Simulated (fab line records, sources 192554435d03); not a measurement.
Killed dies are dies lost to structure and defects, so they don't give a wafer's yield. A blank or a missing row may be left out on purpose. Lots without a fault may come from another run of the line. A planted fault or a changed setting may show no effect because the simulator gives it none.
Which tool did it? | flow n5_finfet | 24 lots, 72 wafers sampled, at 5 steps of a route of 1938

WHAT THE GAUGES READ, wafer by wafer
N5_SDB_OVL_MEAS_12.
lot  | measured    | on         | SDB_OVL (nm)
L074 | day 3 20:04 | overlay-01 | -1.5 -0.2 0.3
L075 | day 4 01:10 | overlay-01 | -0.6 -1.6 -0.6
L076 | day 8 14:57 | overlay-01 | -1.4 -1.0 -1.1
L077 | day 4 12:00 | overlay-02 | -1.5 -2.0 -1.3
L078 | day 4 17:20 | overlay-02 | 0.1 0.3 0.5
L079 | day 4 22:31 | overlay-02 | -0.7 -2.2 -2.0
L080 | day 5 05:14 | overlay-01 | -0.7 -1.3 -0.2
L081 | day 5 12:46 | overlay-01 | -1.2 -0.5 -0.9
L082 | day 5 21:14 | overlay-01 | -0.7 0.1 -0.3
L083 | day 6 01:38 | overlay-01 | 0.1 -0.6 0.0
L084 | day 6 07:31 | overlay-01 | 0.3 0.1 -0.2
L085 | day 6 11:56 | overlay-02 | -0.5 0.0 -0.7
L086 | day 6 16:46 | overlay-01 | -1.2 -0.3 -0.2
L087 | day 6 22:25 | overlay-02 | 0.1 0.8 -1.0
L088 | day 7 03:50 | overlay-01 | -1.0 -0.2 -0.8
L089 | day 7 10:05 | overlay-01 | 0.3 -0.3 0.0
L090 | day 7 18:37 | overlay-02 | -1.5 -0.2 0.4
L091 | day 7 22:34 | overlay-01 | -0.8 0.2 -0.2
L092 | day 8 04:58 | overlay-01 | 0.2 -0.5 -0.5
L093 | day 8 14:44 | overlay-02 | 0.4 -0.4 0.1
L094 | day 9 00:35 | overlay-02 | -0.2 0.1 -0.6
L095 | day 9 08:11 | overlay-02 | -0.3 -1.0 -1.1
L097 | day 9 12:16 | overlay-02 | -0.3 -0.4 1.3
L096 | day 9 13:13 | overlay-02 | -0.6 -1.1 -2.1

N5_SDB_INSPECT_13: inspects for defects (brightfield).
lot  | measured    | on                | raw_defect_count
L074 | day 3 20:06 | defect_inspect-02 | 28 45 32
L075 | day 4 01:11 | defect_inspect-02 | 86 104 61
L076 | day 8 14:58 | defect_inspect-02 | 47 63 63
L077 | day 4 12:02 | defect_inspect-02 | 66 109 73
L078 | day 4 17:21 | defect_inspect-01 | 138 166 193
L079 | day 4 22:32 | defect_inspect-02 | 65 79 61
L080 | day 5 05:16 | defect_inspect-01 | 140 131 79
L081 | day 5 12:47 | defect_inspect-01 | 139 82 68
L082 | day 5 21:16 | defect_inspect-01 | 71 74 49
L083 | day 6 01:40 | defect_inspect-01 | 70 110 69
L084 | day 6 07:32 | defect_inspect-02 | 45 31 52
L085 | day 6 11:58 | defect_inspect-02 | 84 58 75
L086 | day 6 16:48 | defect_inspect-01 | 45 61 37
L087 | day 6 22:27 | defect_inspect-01 | 42 32 155
L088 | day 7 03:52 | defect_inspect-02 | 54 47 57
L089 | day 7 10:06 | defect_inspect-02 | 51 50 122
L090 | day 7 18:38 | defect_inspect-01 | 61 58 79
L091 | day 7 22:35 | defect_inspect-02 | 56 59 61
L092 | day 8 05:00 | defect_inspect-02 | 73 93 162
L093 | day 8 14:46 | defect_inspect-01 | 49 111 73
L094 | day 9 00:37 | defect_inspect-02 | 57 104 54
L095 | day 9 08:12 | defect_inspect-01 | 93 125 64
L097 | day 9 12:17 | defect_inspect-01 | 111 100 226
L096 | day 9 13:14 | defect_inspect-01 | 40 70 59

WHICH TOOL RAN EACH LOT (tool, then ch and the chambers of the sampled wafers, then the start)
lot  | N5_DUMMY_GATE_TRIM_49           | N5_DUMMY_GATE_ETCH_31             | N5_ILD0_CMP_12
L074 | rie_si-04 ch 0,2, day 3 00:09   | rie_diel-05 ch 2,3, day 3 00:26   | cmp-01 ch 0,2,3, day 3 19:14
L075 | rie_si-06 ch 0,2,3, day 3 06:25 | rie_diel-02 ch 0,1,2, day 3 06:37 | cmp-02 ch 0,1,2, day 4 00:29
L076 | rie_si-06 ch 0,1, day 3 11:36   | rie_diel-02 ch 0,2, day 3 12:07   | cmp-02 ch 0,2,3, day 8 14:18
L077 | rie_si-01 ch 0,1,3, day 3 16:47 | rie_diel-05 ch 0,1,2, day 3 17:14 | cmp-02 ch 0,1,3, day 4 11:20
L078 | rie_si-06 ch 0,1,3, day 3 23:12 | rie_diel-05 ch 0,1,2, day 3 23:23 | cmp-01 ch 0,1,2, day 4 16:29
L079 | rie_si-06 ch 0,2,3, day 4 03:46 | rie_diel-04 ch 0,3, day 4 03:57   | cmp-03 ch 0,2,3, day 4 21:41
L080 | rie_si-06 ch 1,2,3, day 4 10:48 | rie_diel-02 ch 0,1,3, day 4 11:07 | cmp-02 ch 1,2,3, day 5 04:24
L081 | rie_si-04 ch 0,2,3, day 4 18:32 | rie_diel-04 ch 0,1,3, day 4 18:56 | cmp-03 ch 1,2,3, day 5 12:00
L082 | rie_si-06 ch 1,2,3, day 5 02:35 | rie_diel-04 ch 0,1,3, day 5 03:02 | cmp-03 ch 0,2,3, day 5 20:34
L083 | rie_si-04 ch 0,1, day 5 06:35   | rie_diel-02 ch 0,1, day 5 06:47   | cmp-02 ch 0,1,2, day 6 01:02
L084 | rie_si-04 ch 0,1, day 5 12:56   | rie_diel-02 ch 1,2,3, day 5 13:16 | cmp-02 ch 1,2,3, day 6 06:53
L085 | rie_si-01 ch 0,2,3, day 5 17:52 | rie_diel-05 ch 0,2, day 5 18:04   | cmp-03 ch 0,2,3, day 6 11:06
L086 | rie_si-04 ch 0,1,2, day 5 22:07 | rie_diel-02 ch 0,1,2, day 5 22:19 | cmp-03 ch 0,1,2, day 6 16:03
L087 | rie_si-04 ch 0,2, day 6 03:15   | rie_diel-02 ch 0,2, day 6 03:26   | cmp-01 ch 1,2, day 6 21:32
L088 | rie_si-01 ch 0,1, day 6 08:38   | rie_diel-05 ch 0,1,3, day 6 08:50 | cmp-02 ch 1,2,3, day 7 03:02
L089 | rie_si-06 ch 0,2,3, day 6 15:53 | rie_diel-02 ch 0,1, day 6 16:06   | cmp-01 ch 0,3, day 7 09:15
L090 | rie_si-01 ch 1,2,3, day 6 23:29 | rie_diel-04 ch 0,1, day 6 23:41   | cmp-02 ch 0,1, day 7 17:47
L091 | rie_si-06 ch 0,1,2, day 7 03:01 | rie_diel-02 ch 1,2,3, day 7 03:16 | cmp-03 ch 0,1,3, day 7 21:44
L092 | rie_si-06 ch 0,3, day 7 10:55   | rie_diel-02 ch 0,2, day 7 11:17   | cmp-03 ch 0,2,3, day 8 04:18
L093 | rie_si-06 ch 0,1,3, day 7 18:59 | rie_diel-02 ch 0,3, day 7 19:10   | cmp-03 ch 1,3, day 8 14:04
L094 | rie_si-06 ch 2,3, day 8 05:00   | rie_diel-02 ch 2,3, day 8 05:11   | cmp-03 ch 0,3, day 8 23:55
L095 | rie_si-06 ch 0,1, day 8 11:50   | rie_diel-05 ch 0,2,3, day 8 12:02 | cmp-02 ch 1,3, day 9 07:28
L097 | rie_si-01 ch 0,1, day 8 16:32   | rie_diel-05 ch 1,2, day 8 16:44   | cmp-02 ch 1,2,3, day 9 11:34
L096 | rie_si-06 ch 0,2,3, day 8 17:23 | rie_diel-05 ch 1,3, day 8 17:35   | cmp-01 ch 0,1,2, day 9 12:23
- N5_DUMMY_GATE_TRIM_49: chemistry O2, time 29 s, target cd 14 nm.
- N5_DUMMY_GATE_ETCH_31: etches SiO2 in C4F6/O2, target depth 82.5 nm, time 27.5 s.
- N5_ILD0_CMP_12: polishes SiNx, stops on poly-Si, t overpolish 6 s, target thk 17.67 nm.

WHAT THE TOOLS THEMSELVES READ (means of the sampled wafers that have a number; where no wafer has one, the mark that the record gives instead)
N5_DUMMY_GATE_TRIM_49.
lot  | tool      | drypump_motor_current_A (A) | oes_product_au (a.u.) | throttle_valve_pct (%)
L074 | rie_si-04 | 5.9                         | 1.002                 | 8.16
L075 | rie_si-06 | 5.9                         | 0.993                 | 8.10
L076 | rie_si-06 | 6.3                         | 1.012                 | 7.92
L077 | rie_si-01 | 6.0                         | 1.005                 | 8.13
L078 | rie_si-06 | 6.1                         | 0.994                 | 8.12
L079 | rie_si-06 | 5.9                         | 1.001                 | 8.09
L080 | rie_si-06 | 5.8                         | 0.990                 | 8.14
L081 | rie_si-04 | 6.1                         | 1.015                 | 8.15
L082 | rie_si-06 | 5.8                         | 1.002                 | 8.15
L083 | rie_si-04 | 6.2                         | 1.009                 | 8.11
L084 | rie_si-04 | 6.1                         | 1.009                 | 8.09
L085 | rie_si-01 | 6.0                         | 1.014                 | 8.07
L086 | rie_si-04 | 5.9                         | 1.016                 | 8.15
L087 | rie_si-04 | 6.0                         | 1.008                 | 8.14
L088 | rie_si-01 | 6.2                         | 1.027                 | 8.22
L089 | rie_si-06 | 5.9                         | 1.004                 | 8.10
L090 | rie_si-01 | 6.0                         | 1.019                 | 8.16
L091 | rie_si-06 | 6.0                         | 1.014                 | 7.96
L092 | rie_si-06 | 6.0                         | 0.983                 | 8.26
L093 | rie_si-06 | 6.0                         | 0.992                 | 8.12
L094 | rie_si-06 | 5.8                         | 0.979                 | 8.28
L095 | rie_si-06 | 6.1                         | 1.010                 | 7.97
L097 | rie_si-01 | 6.2                         | 1.029                 | 8.15
L096 | rie_si-06 | 5.9                         | 1.005                 | 8.09

N5_DUMMY_GATE_ETCH_31.
lot  | tool        | bias_w (W) | drypump_motor_current_A (A) | oes_ar_750_au (a.u.) | oes_product_au (a.u.) | rf_vpp_V (V) | showerhead_plenum_p_Torr (Torr) | throttle_valve_pct (%)
L074 | rie_diel-05 | 185.8      | 5.4                         | 0.79                 | 0.79                  | 658          | 2.76                            | 21.22
L075 | rie_diel-02 | 184.6      | 5.8                         | 0.86                 | 0.87                  | 675          | 2.94                            | 21.33
L076 | rie_diel-02 | 185.2      | 5.7                         | 0.78                 | 0.81                  | 684          | 2.96                            | 21.21
L077 | rie_diel-05 | 185.1      | 5.6                         | 0.78                 | 0.77                  | 664          | 2.85                            | 21.37
L078 | rie_diel-05 | 184.8      | 5.6                         | 0.78                 | 0.77                  | 663          | 2.85                            | 21.36
L079 | rie_diel-04 | 184.9      | 5.4                         | 0.72                 | 0.72                  | 681          | 2.86                            | 21.23
L080 | rie_diel-02 | 185.0      | 5.7                         | 0.82                 | 0.82                  | 658          | 2.85                            | 21.46
L081 | rie_diel-04 | 184.9      | 5.3                         | 0.74                 | 0.74                  | 682          | 2.92                            | 21.17
L082 | rie_diel-04 | 184.5      | 5.3                         | 0.74                 | 0.74                  | 682          | 2.92                            | 21.17
L083 | rie_diel-02 | 184.9      | 5.7                         | 0.84                 | 0.84                  | 662          | 2.90                            | 21.41
L084 | rie_diel-02 | 184.9      | 5.8                         | 0.79                 | 0.80                  | 670          | 2.87                            | 21.41
L085 | rie_diel-05 | 184.8      | 5.4                         | 0.75                 | 0.73                  | 652          | 2.79                            | 21.40
L086 | rie_diel-02 | 185.2      | 5.8                         | 0.82                 | 0.82                  | 676          | 2.93                            | 21.36
L087 | rie_diel-02 | 184.9      | 5.7                         | 0.77                 | 0.78                  | 684          | 2.95                            | 21.25
L088 | rie_diel-05 | 184.0      | 5.5                         | 0.76                 | 0.76                  | 673          | 2.86                            | 21.42
L089 | rie_diel-02 | 184.4      | 5.8                         | 0.83                 | 0.83                  | 663          | 2.90                            | 21.42
L090 | rie_diel-04 | 185.4      | 5.3                         | 0.74                 | 0.74                  | 685          | 2.96                            | 21.06
L091 | rie_diel-02 | 185.2      | 5.8                         | 0.87                 | 0.87                  | 673          | 2.98                            | 21.31
L092 | rie_diel-02 | 185.9      | 5.7                         | 0.76                 | 0.77                  | 685          | 2.94                            | 21.25
L093 | rie_diel-02 | 185.0      | 5.7                         | 0.89                 | 0.90                  | 658          | 3.00                            | 21.25
L094 | rie_diel-02 | 184.8      | 5.7                         | 0.87                 | 0.87                  | 670          | 3.02                            | 21.20
L095 | rie_diel-05 | 185.0      | 5.4                         | 0.73                 | 0.72                  | 662          | 2.80                            | 21.44
L097 | rie_diel-05 | 185.2      | 6.0                         | 0.80                 | 0.79                  | 659          | 2.82                            | 21.22
L096 | rie_diel-05 | 185.1      | 5.7                         | 0.77                 | 0.77                  | 670          | 2.80                            | 21.28

N5_ILD0_CMP_12.
lot  | tool   | motor_current_A (A) | overpolish_run_s (s) | time_to_endpoint_s (s)
L074 | cmp-01 | 9.1                 | 6.005                | 30
L075 | cmp-02 | 9.8                 | 5.996                | 28
L076 | cmp-02 | 9.4                 | 6.005                | 28
L077 | cmp-02 | 9.9                 | 5.998                | 30
L078 | cmp-01 | 8.6                 | 6.007                | 31
L079 | cmp-03 | 8.8                 | 6.003                | 31
L080 | cmp-02 | 10.6                | 5.989                | 31
L081 | cmp-03 | 8.1                 | 5.999                | 32
L082 | cmp-03 | 8.4                 | 5.997                | 34
L083 | cmp-02 | 10.0                | 5.999                | 28
L084 | cmp-02 | 11.0                | 6.001                | 29
L085 | cmp-03 | 8.5                 | 5.998                | 28
L086 | cmp-03 | 8.6                 | 5.984                | 32
L087 | cmp-01 | 9.2                 | 6.006                | 26
L088 | cmp-02 | 11.2                | 5.988                | 27
L089 | cmp-01 | 8.8                 | 6.002                | 30
L090 | cmp-02 | 10.5                | 5.993                | 27
L091 | cmp-03 | 8.4                 | 5.991                | 27
L092 | cmp-03 | 8.8                 | 5.999                | 28
L093 | cmp-03 | 7.9                 | 5.997                | 29
L094 | cmp-03 | 9.2                 | 5.995                | 23
L095 | cmp-02 | 10.7                | 5.998                | 30
L097 | cmp-02 | 10.6                | 6.000                | 31
L096 | cmp-01 | 8.9                 | 5.998                | 30

THE ANSWER, worked out from the rows above alone
Rule: what is usual is taken from the lots themselves. Put in order of their means at a reading, lots are off if they are a third of the lots or fewer, leave a main group of 4 or more, and stand apart from it by a gap of 3 or more times the standard deviation of the main group's means; of several such gaps the widest counts. A main group whose means are all the same, to the digits that the tables above print for the reading, isn't used. A lot without any number at a reading at which 4 lots or more have one is off too. The other lots that the step has rows for count as sound. The gauges are gone through in route order, then the tools' own readings, and for those a lot's mean is taken as printed above. The first step at which some lot is off is used, and at that step the reading that is off furthest; a lot without a number counts as furthest.
No lot is off at any reading shown: from this, nothing can be told.

WHAT THE SIMULATOR HAD PUT IN
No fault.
